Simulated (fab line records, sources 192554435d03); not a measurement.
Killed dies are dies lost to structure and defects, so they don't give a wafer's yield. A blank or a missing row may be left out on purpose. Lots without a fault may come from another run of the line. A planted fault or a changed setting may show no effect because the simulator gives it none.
fab line records | flow n5_finfet | part 1 of 2: steps 1 to 3 of 6
record lots=24 wafers=72 last_day=21
route steps=1938 shown BEOL_M2@879
lots that met no fault: from a run of the same line without faults
start_h: hours from the record's first day to the start of the lot's first wafer shown | wait_h: hours since the lot's step before | " the same as in the row above | L1.1+2: a row that stands for several wafers | - no value, or no start given | * or withheld: withheld | < > ~ a bound
route shown NAME@n: a module of which the file shows steps, and the number in the route of the first | usual: mean/standard deviation of fault-free wafers | same: alike in all rows | chamber/n: place in a boat | sites: the reading at each site | _std_site: their standard deviation | _edge_site: outer sites' mean less inner sites' | radius_mm: how far each site lies from the wafer's centre | mask NAME#n: copy n | behind: the tool/chamber that last shaped the wafer | hold: why the lot was held/for how many hours/how that ended | device: the transistor (n, p or np) that didn't switch | end of line: the same wafers' tests at the end of the route | a step without rows: its recipe alone | killed: dies lost to structure and defects at the first sort, not the wafer's yield | map: a wafer's dies, x killed, . not, _ none there
set.NAME: the setting as run; set.NAME@STEP: as run at that earlier step | model.NAME: the simulator's own value behind a step, which no gauge read
steps of the route over a sample of lots; a table a step, a row a wafer
services: from which hour (start_h, from the record's first day; less than 0 if before it) a tool's chamber was out of use, for how many hours, and why
## steps
# step N5_BEOL_M2_DESCUM_33
# recipe chemistry=O2 time_s=7 source_power_w=50 bias_power_w=20 pressure_mtorr=20 rf_frequency_hz=2.712e+07 temp_c=40 resist=CAR-EUV o2_flow_sccm=225
# usual drypump_motor_current_A=5.9/0.45 oes_product_au=0.80/0.094 rf_vpp_V=243.9/1.2 showerhead_plenum_p_Torr=2.14/0.069 throttle_valve_pct=20.33/0.2
# columns lot.wafer tool chamber start_h wait_h drypump_motor_current_A oes_product_au rf_hours_counter_h rf_vpp_V showerhead_plenum_p_Torr throttle_valve_pct
L074.3 rie_diel-05 0 147.83 0.1 5.7 0.83 47 244.6 2.22 20.08
L074.4 " 1 " " 6.2 1.00 3 245.7 2.24 20.51
L074.5 " 1 " " 6.2 0.99 - 245.9 2.24 20.51
L076.2 rie_diel-04 2 153.83 0.1 5.7 0.80 88 242.9 2.09 20.14
L076.5 " 0 " " 5.1 0.68 - 241.7 2.06 20.70
L076.6 " 1 " " 6.3 0.93 - 243.8 2.14 20.46
L077.2 rie_diel-05 2 172.20 0.0 5.7 0.88 41 242.9 2.10 20.03
L077.3 " 1 " " 6.2 0.95 11 244.7 2.23 20.52
L077.6 " 0 " " 5.7 0.82 - 243.8 2.22 20.08
L078.1 rie_diel-04 1 172.25 0.0 6.3 0.91 36 244.1 2.14 20.44
L078.4 " 0 " " 5.1 0.67 240 243.0 2.06 20.69
L078.6 " 2 " " 5.7 0.81 - 244.4 2.08 20.13
L075.1 rie_diel-05 1 175.25 0.0 6.2 0.96 12 246.5 2.23 20.54
L075.4 " 0 " " 5.7 0.81 57 244.9 2.22 20.09
L075.5 " 1 " " 6.2 0.95 - 245.3 2.23 20.53
L079.2 rie_diel-05 0 175.90 0.1 5.7 0.81 58 245.5 2.22 20.08
L079.3 " 2 " " 5.8 0.87 43 242.9 2.10 20.04
L079.4 " 3 " " 6.7 0.88 21 244.7 2.25 20.40
L080.2 rie_diel-04 1 181.26 0.0 6.3 0.90 39 242.8 2.14 20.46
L080.4 " 0 " " 5.1 0.67 243 242.5 2.06 20.73
L080.5 " 3 " " 5.6 0.69 - 243.9 2.15 20.50
L081.1 rie_diel-05 2 187.69 0.0 5.7 0.87 48 244.1 2.10 20.04
L081.2 " 0 " " 5.7 0.80 62 245.3 2.21 20.08
L081.6 " 0 " " 5.7 0.81 - 244.2 2.21 20.08
L082.1 rie_diel-04 0 187.96 0.0 5.1 0.67 245 244.4 2.06 20.71
L082.3 " 2 " " 5.7 0.80 101 242.8 2.08 20.14
L082.6 " 3 " " 5.6 0.69 - 244.2 2.15 20.52
L083.1 rie_diel-05 2 188.95 0.0 5.8 0.87 48 245.1 2.10 20.06
L083.2 " 3 " " 6.7 0.88 26 245.2 2.25 20.41
L083.5 " 2 " " 5.8 0.86 - 243.0 2.10 20.07
L085.2 rie_diel-05 2 204.31 0.0 5.8 0.86 54 242.9 2.10 20.07
L085.3 " 1 " " 6.1 0.91 24 245.6 2.23 20.56
L085.6 " 2 " " 5.8 0.86 - 243.9 2.10 20.07
L084.1 rie_diel-01 2 209.00 1.3 5.6 0.73 188 243.4 2.07 20.13
L084.3 " 0 " " 6.2 0.80 88 244.6 2.20 20.29
L084.5 " 2 " " 5.5 0.73 - 243.4 2.07 20.14
L086.3 rie_diel-05 3 213.83 0.1 6.7 0.87 36 245.9 2.25 20.42
L086.5 " 3 " " 6.7 0.87 - 245.0 2.25 20.43
L086.6 " 2 " " 5.8 0.85 - 242.6 2.10 20.08
L087.1 rie_diel-04 3 221.60 0.0 5.6 0.69 259 244.9 2.14 20.53
L087.2 " 2 " " 5.7 0.78 117 242.4 2.08 20.16
L087.6 " 2 " " 5.7 0.79 - 243.0 2.08 20.17
L088.1 rie_diel-04 3 229.59 0.1 5.7 0.68 264 244.9 2.14 20.54
L088.5 " 3 " " 5.6 0.68 - 243.2 2.14 20.53
L088.6 " 2 " " 5.7 0.77 - 243.9 2.07 20.17
L089.1 rie_diel-01 0 230.01 0.4 6.2 0.80 98 243.7 2.19 20.31
L089.2 " 3 " " 6.4 0.74 190 242.3 2.09 20.24
L089.5 " 3 " " 6.4 0.73 - 243.0 2.09 20.24
L090.2 rie_diel-04 3 237.44 0.1 5.7 0.68 269 243.0 2.14 20.54
L090.3 " 0 " " 5.1 0.99 1 242.7 2.06 20.29
L090.6 " 0 " " 5.1 0.98 - 242.0 2.06 20.29
L091.3 rie_diel-01 0 239.18 0.0 6.2 0.79 103 244.7 2.19 20.33
L091.4 " 3 " " 6.4 0.72 - 242.4 2.09 20.26
L091.6 " 0 " " 6.2 0.80 - 243.4 2.19 20.32
L092.3 rie_diel-04 2 244.65 0.0 5.7 0.76 130 242.2 2.07 20.19
L092.5 " 2 " " 5.7 0.76 - 244.2 2.07 20.20
L092.6 " 3 " " 5.6 0.67 - 244.0 2.14 20.54
L093.1 rie_diel-04 0 246.16 0.0 5.1 0.96 5 242.5 2.06 20.32
L093.3 " 3 " " 5.7 0.67 273 244.1 2.14 20.56
L093.6 " 2 " " 5.7 0.77 - 242.6 2.07 20.17
L094.1 rie_diel-04 0 259.55 0.0 5.1 0.93 11 242.6 2.05 20.33
L094.3 " 2 " " 5.7 0.75 136 243.2 2.07 20.21
L094.4 " 3 " " 5.7 0.67 - 244.2 2.14 20.55
L095.1 rie_diel-01 3 265.90 0.1 6.4 0.72 204 243.3 2.08 20.27
L095.3 " 0 " " 6.2 0.79 112 246.0 2.19 20.34
L095.6 " 3 " " 6.4 0.72 - 243.2 2.08 20.26
L096.1 rie_diel-01 3 274.04 0.0 6.4 0.72 207 243.0 2.08 20.26
L096.5 " 3 " " 6.4 0.72 - 242.9 2.08 20.28
L096.6 " 0 " " 6.2 0.79 - 242.3 2.19 20.35
L097.2 rie_diel-05 1 275.08 0.0 6.2 0.87 53 244.7 2.22 20.61
L097.3 " 2 " " 5.8 0.81 83 243.2 2.09 20.11
L097.6 " 2 " " 5.8 0.81 - 244.2 2.09 20.11
# step N5_BEOL_M2_ETCH_77
# recipe chemistry=N2/H2 target=underlayer target_depth_a=65 mask_material=CAR-EUV time_s=5.2 ion_energy_ev=200 pressure_mtorr=30 source_w=840 bias_w=150 n2_flow_sccm=200 h2_flow_sccm=200 ends=cleared
# usual drypump_motor_current_A=5.9/0.45 etch_rf_on_time_s=5.16/0.13 n2_flow_sccm=200.0/0.69 oes_product_au=0.69/0.078 rf_vpp_V=525.4/2.6 showerhead_plenum_p_Torr=2.60/0.072 throttle_valve_pct=17.79/0.25
# columns lot.wafer tool chamber start_h wait_h drypump_motor_current_A etch_rf_on_time_s n2_flow_sccm oes_product_au rf_hours_counter_h rf_vpp_V showerhead_plenum_p_Torr throttle_valve_pct
L074.3 rie_diel-05 0 147.87 0.0 5.7 5.07 199.6 0.73 47 529.0 2.67 17.30
L074.4 " 1 " " 6.2 5.04 200.0 0.83 3 528.5 2.73 18.04
L074.5 " 1 " " 6.2 5.02 199.9 0.84 - 529.4 2.73 18.03
L076.2 rie_diel-04 2 153.87 0.0 5.7 5.12 200.3 0.69 88 525.4 2.55 17.63
L076.5 " 0 " " 5.1 5.30 199.8 0.58 - 524.4 2.52 18.20
L076.6 " 1 " " 6.3 5.28 200.1 0.78 - 526.4 2.61 18.08
L077.2 rie_diel-05 2 172.24 0.0 5.8 5.33 200.0 0.74 41 525.2 2.60 17.70
L077.3 " 1 " " 6.2 5.04 198.8 0.80 11 529.0 2.73 18.06
L077.6 " 0 " " 5.7 5.16 200.8 0.71 - 528.6 2.67 17.31
L078.1 rie_diel-04 1 172.29 0.0 6.3 5.36 198.5 0.76 36 525.5 2.61 18.08
L078.4 " 0 " " 5.1 5.23 200.1 0.59 240 521.3 2.51 18.22
L078.6 " 2 " " 5.7 5.08 199.3 0.69 - 525.6 2.55 17.67
L075.1 rie_diel-05 1 175.28 0.0 6.2 5.10 199.7 0.82 12 529.8 2.73 18.04
L075.4 " 0 " " 5.7 5.08 201.2 0.71 57 528.7 2.67 17.33
L075.5 " 1 " " 6.2 5.05 199.6 0.80 - 526.1 2.73 18.08
L079.2 rie_diel-05 0 175.94 0.0 5.7 5.08 200.0 0.71 58 529.1 2.67 17.31
L079.3 " 2 " " 5.8 5.28 200.0 0.74 43 523.6 2.59 17.73
L079.4 " 3 " " 6.7 5.05 200.7 0.77 21 529.1 2.69 17.47
L080.2 rie_diel-04 1 181.30 0.0 6.3 5.33 200.9 0.74 39 524.1 2.61 18.07
L080.4 " 0 " " 5.1 5.25 199.6 0.58 243 522.9 2.51 18.21
L080.5 " 3 " " 5.7 5.01 200.9 0.60 - 526.7 2.61 17.99
L081.1 rie_diel-05 2 187.73 0.0 5.7 5.31 199.7 0.73 48 525.4 2.59 17.74
L081.2 " 0 " " 5.7 5.11 200.4 0.71 62 527.4 2.66 17.33
L081.6 " 0 " " 5.7 5.09 199.7 0.70 - 525.9 2.66 17.33
L082.1 rie_diel-04 0 187.99 0.0 5.1 5.23 198.8 0.57 245 521.5 2.51 18.24
L082.3 " 2 " " 5.7 5.10 200.6 0.69 101 526.3 2.55 17.65
L082.6 " 3 " " 5.7 4.99 198.8 0.60 - 522.9 2.61 17.97
L083.1 rie_diel-05 2 188.98 0.0 5.8 5.41 200.3 0.72 48 524.7 2.59 17.73
L083.2 " 3 " " 6.7 5.14 200.1 0.76 26 527.2 2.68 17.45
L083.5 " 2 " " 5.8 5.40 200.5 0.73 - 523.3 2.59 17.75
L085.2 rie_diel-05 2 204.34 0.0 5.8 5.35 200.5 0.72 54 522.0 2.59 17.73
L085.3 " 1 " " 6.2 5.07 201.4 0.77 24 528.7 2.72 18.07
L085.6 " 2 " " 5.8 5.29 200.2 0.73 - 524.4 2.59 17.72
L084.1 rie_diel-01 2 209.03 0.0 5.5 5.16 199.0 0.62 188 525.1 2.54 17.78
L084.3 " 0 " " 6.2 5.37 199.6 0.69 88 528.7 2.71 18.04
L084.5 " 2 " " 5.6 5.10 199.7 0.61 - 519.5 2.54 17.77
L086.3 rie_diel-05 3 213.86 0.0 6.7 5.08 200.8 0.74 36 528.5 2.68 17.48
L086.5 " 3 " " 6.7 5.05 199.9 0.75 - 527.4 2.68 17.45
L086.6 " 2 " " 5.8 5.33 200.5 0.72 - 525.0 2.59 17.76
L087.1 rie_diel-04 3 221.65 0.0 5.7 5.06 199.7 0.59 259 524.9 2.61 18.01
L087.2 " 2 " " 5.7 5.20 201.3 0.66 117 521.7 2.54 17.68
L087.6 " 2 " " 5.7 5.16 201.9 0.68 - 525.0 2.54 17.69
L088.1 rie_diel-04 3 229.64 0.0 5.7 5.05 200.5 0.59 264 525.4 2.60 18.01
L088.5 " 3 " " 5.6 5.06 200.7 0.59 - 523.5 2.60 18.00
L088.6 " 2 " " 5.7 5.18 200.2 0.67 - 524.9 2.54 17.68
L089.1 rie_diel-01 0 230.05 0.0 6.2 5.28 200.1 0.69 98 528.6 2.71 18.05
L089.2 " 3 " " 6.4 5.32 200.1 0.61 190 521.8 2.52 17.66
L089.5 " 3 " " 6.4 5.30 199.7 0.61 - 525.4 2.52 17.68
L090.2 rie_diel-04 3 237.47 0.0 5.6 5.00 200.5 0.59 269 524.4 2.60 18.01
L090.3 " 0 " " 5.1 5.12 199.9 0.85 1 524.2 2.51 17.75
L090.6 " 0 " " 5.1 5.08 198.9 0.83 - 521.2 2.51 17.78
L091.3 rie_diel-01 0 239.21 0.0 6.2 5.27 198.8 0.67 103 527.3 2.70 18.05
L091.4 " 3 " " 6.5 5.40 199.9 0.60 - 523.0 2.52 17.66
L091.6 " 0 " " 6.2 5.27 199.3 0.68 - 525.0 2.70 18.10
L092.3 rie_diel-04 2 244.68 0.0 5.7 5.13 199.4 0.65 130 523.0 2.54 17.71
L092.5 " 2 " " 5.7 5.10 200.2 0.65 - 524.1 2.54 17.73
L092.6 " 3 " " 5.7 4.94 199.0 0.60 - 523.5 2.60 18.04
L093.1 rie_diel-04 0 246.19 0.0 5.1 5.17 200.4 0.82 5 525.1 2.51 17.77
L093.3 " 3 " " 5.7 5.04 199.5 0.58 273 524.6 2.60 18.03
L093.6 " 2 " " 5.7 5.10 199.7 0.66 - 522.6 2.54 17.68
L094.1 rie_diel-04 0 259.58 0.0 5.1 5.17 201.0 0.80 11 522.9 2.50 17.79
L094.3 " 2 " " 5.7 5.20 200.7 0.65 136 521.0 2.53 17.71
L094.4 " 3 " " 5.7 5.04 200.5 0.59 - 523.0 2.60 18.03
L095.1 rie_diel-01 3 265.93 0.0 6.5 5.34 201.4 0.60 204 523.3 2.52 17.69
L095.3 " 0 " " 6.2 5.25 199.5 0.68 112 529.3 2.70 18.11
L095.6 " 3 " " 6.5 5.40 200.6 0.60 - 522.1 2.52 17.69
L096.1 rie_diel-01 3 274.08 0.0 6.4 5.43 201.2 0.59 207 523.7 2.52 17.68
L096.5 " 3 " " 6.4 5.38 201.2 0.59 - 522.9 2.52 17.68
L096.6 " 0 " " 6.2 5.24 199.9 0.66 - 528.5 2.70 18.10
L097.2 rie_diel-05 1 275.12 0.0 6.2 5.03 199.7 0.73 53 530.7 2.71 18.13
L097.3 " 2 " " 5.8 5.49 200.1 0.68 83 525.5 2.58 17.79
L097.6 " 2 " " 5.8 5.53 200.2 0.67 - 525.4 2.58 17.79
# step N5_BEOL_M2_ETCH_41
# recipe chemistry=CH3F/O2 target=SiCN target_depth_a=299 taper_deg=2 time_s=52.5 ion_energy_ev=120 mask_material=TiN pressure_mtorr=30 source_w=395 bias_w=75 Ar_flow_sccm=150 CH3F_flow_sccm=30 O2_flow_sccm=20
# usual drypump_motor_current_A=5.9/0.42 oes_product_au=0.80/0.082 rf_vpp_V=298.0/1.3 showerhead_plenum_p_Torr=2.04/0.068 throttle_valve_pct=16.20/0.14
# columns lot.wafer tool chamber start_h wait_h drypump_motor_current_A oes_product_au rf_hours_counter_h rf_vpp_V showerhead_plenum_p_Torr throttle_valve_pct
L076.2 rie_diel-01 1 - - 5.9 0.68 238 297.2 1.95 16.52
L076.5 " 3 " " 6.4 0.73 - 296.2 1.98 16.06
L076.6 " 0 " " 6.2 0.82 - 297.9 2.13 16.29
L074.3 rie_diel-01 3 - - 6.4 0.73 172 297.7 1.98 16.05
L074.4 " 0 " " 6.2 0.81 81 300.2 2.13 16.29
L074.5 " 1 " " 5.9 0.68 - 296.7 1.95 16.53
L075.1 rie_diel-01 2 - - 5.6 0.72 185 297.4 1.99 16.23
L075.4 " 1 " " 5.9 0.67 244 296.0 1.95 16.51
L075.5 " 3 " " 6.4 0.72 - 297.9 1.98 16.08
L077.2 rie_diel-05 1 - - 6.2 0.92 25 298.1 2.12 16.30
L077.3 " 3 " " 6.7 0.87 33 299.9 2.14 16.13
L077.6 " 2 " " 5.8 0.84 - 297.6 2.02 16.04
L078.1 rie_diel-05 0 - - 5.7 0.81 70 298.7 2.12 16.02
L078.4 " 1 " " 6.2 0.92 25 299.4 2.12 16.31
L078.6 " 3 " " 6.7 0.88 - 300.4 2.14 16.13
L079.2 rie_diel-05 1 - - 6.2 0.91 30 300.2 2.12 16.31
L079.3 " 3 " " 6.7 0.87 37 299.2 2.13 16.14
L079.4 " 0 " " 5.7 0.80 74 300.9 2.11 16.03
L081.1 rie_diel-04 3 - - 5.7 0.70 258 299.0 2.04 16.40
L081.2 " 2 " " 5.7 0.79 116 298.7 2.00 16.16
L081.6 " 3 " " 5.7 0.70 - 297.7 2.04 16.41
L080.2 rie_diel-01 0 - - 6.2 0.80 97 298.9 2.12 16.32
L080.4 " 0 " " 6.2 0.80 - 299.4 2.12 16.32
L080.5 " 3 " " 6.4 0.72 - 296.8 1.98 16.10
L082.1 rie_diel-01 0 - - 6.2 0.79 100 299.7 2.12 16.33
L082.3 " 2 " " 5.5 0.72 200 296.5 1.99 16.26
L082.6 " 2 " " 5.5 0.72 - 296.9 1.99 16.26
L083.1 rie_diel-05 3 - - 6.7 0.86 44 299.2 2.13 16.17
L083.2 " 2 " " 5.8 0.84 67 297.8 2.01 16.06
L083.5 " 1 " " 6.2 0.90 - 299.5 2.12 16.34
L085.2 rie_diel-01 3 - - 6.4 0.71 196 296.4 1.97 16.10
L085.3 " 2 " " 5.6 0.72 204 297.1 1.99 16.25
L085.6 " 0 " " 6.2 0.80 - 297.9 2.12 16.31
L084.1 rie_diel-05 2 - - 5.8 0.83 71 297.1 2.01 16.07
L084.3 " 0 " " 5.7 0.79 85 299.7 2.11 16.06
L084.5 " 1 " " 6.2 0.89 - 300.1 2.12 16.32
L086.3 rie_diel-04 3 - - 5.6 0.69 275 297.6 2.03 16.44
L086.5 " 0 " " 5.1 0.94 - 296.8 1.94 16.04
L086.6 " 2 " " 5.7 0.77 - 298.4 2.00 16.19
L087.1 rie_diel-04 3 - - 5.6 0.68 281 299.4 2.03 16.46
L087.2 " 2 " " 5.7 0.75 139 296.0 2.00 16.21
L087.6 " 0 " " 5.1 0.91 - 295.5 1.94 16.06
L088.1 rie_diel-01 1 - - 5.9 0.93 10 296.5 1.95 16.09
L088.5 " 3 " " 6.4 0.70 - 297.7 1.97 16.15
L088.6 " 2 " " 5.6 0.71 - 297.3 1.98 16.27
L089.1 rie_diel-04 1 - - 6.3 0.88 47 298.2 2.05 16.34
L089.2 " 0 " " 5.1 0.92 17 296.4 1.94 16.06
L089.5 " 2 " " 5.7 0.76 - 298.6 2.00 16.22
L090.2 rie_diel-04 2 - - 5.7 0.75 146 297.7 1.99 16.20
L090.3 " 1 " " 6.3 0.88 50 298.6 2.05 16.35
L090.6 " 0 " " 5.1 0.90 - 296.6 1.94 16.06
L091.3 rie_diel-01 3 - - 6.4 0.70 215 296.7 1.97 16.15
L091.4 " 0 " " 6.2 0.77 123 299.1 2.11 16.37
L091.6 " 0 " " 6.2 0.77 - 299.8 2.11 16.36
L092.3 rie_diel-05 1 - - 6.2 0.86 61 299.8 2.11 16.38
L092.5 " 0 " " 5.7 0.77 - 298.7 2.11 16.08
L092.6 " 1 " " 6.2 0.85 - 298.0 2.11 16.37
L093.1 rie_diel-01 1 - - 5.9 0.92 15 296.9 1.95 16.09
L093.3 " 0 " " 6.2 0.76 124 298.1 2.11 16.36
L093.6 " 2 " " 5.5 0.70 - 296.2 1.98 16.31
L094.1 rie_diel-05 2 - - 5.8 0.79 97 298.0 2.00 16.12
L094.3 " 0 " " 5.7 0.77 104 300.2 2.10 16.10
L094.4 " 3 " " 6.7 0.81 73 299.7 2.12 16.21
L095.1 rie_diel-04 0 - - 5.1 0.91 23 295.9 1.93 16.06
L095.3 " 3 " " 5.7 1.02 0 297.8 2.03 15.90
L095.6 " 3 " " 5.6 1.01 - 297.4 2.03 15.90
L096.1 rie_diel-04 3 - - 5.6 0.99 5 298.5 2.03 15.93
L096.5 " 2 " " 5.7 0.75 - 297.2 1.99 16.22
L096.6 " 3 " " 5.6 0.99 - 296.8 2.03 15.90
L097.2 rie_diel-05 0 - - 5.7 0.76 112 298.3 2.10 16.12
L097.3 " 2 " " 5.7 0.80 104 297.1 2.00 16.14
L097.6 " 0 " " 5.7 0.76 - 298.3 2.10 16.11
